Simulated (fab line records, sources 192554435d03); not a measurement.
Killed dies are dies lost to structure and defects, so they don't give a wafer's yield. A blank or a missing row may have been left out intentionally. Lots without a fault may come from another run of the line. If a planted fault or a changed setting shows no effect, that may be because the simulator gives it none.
Chamber matching	flow n5 finfet	pecvd-02 running N5_BEOL_M7_DEP_56: 3 sister chambers
The step deposits SiCN from 3MS/NH3, target thk 10 nm, time 17.5 s. 3 wafers are shown with their chamber, then 7 later ones without.

== WAFERS WITH THEIR CHAMBER ==
wafer	chamber	showerhead plenum p Torr (Torr)
L088.1	2	3.661
L088.5	0	3.654
L087.4	1	3.672

== WAFERS WHOSE CHAMBER IS MISSING ==
wafer	showerhead plenum p Torr (Torr)
L087.5	3.663
L092.1	3.665
L092.2	3.652
L092.5	3.655
L097.2	3.668
L097.4	3.672
L097.5	3.668

== EACH ONE'S CHAMBER ==
wafer	from the rows above	in truth
L087.5	2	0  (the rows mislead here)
L092.1	can't be placed: 2 or 1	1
L092.2	0	0
L092.5	can't be placed: 0 or 2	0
L097.2	can't be placed: 1 or 2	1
L097.4	1	1
L097.5	can't be placed: 1 or 2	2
Placed correctly: 2 of 7. These rows do not allow placing 4 (true chamber among the candidates in 4). Wrongly placed: 1.
How it was worked out, from the rows above alone: a wafer's distance from a chamber is the root of the sum, over the readings, of the square of ((its reading less the chamber's mean) divided by the reading's scatter). The wafer belongs to the nearest chamber; if the next one is less than 2 further off, it can't be placed. Each chamber's mean is taken over the wafers shown for it. The scatter: root of mean squared gap, hidden wafer to nearest shown wafer, with one shown wafer a chamber.
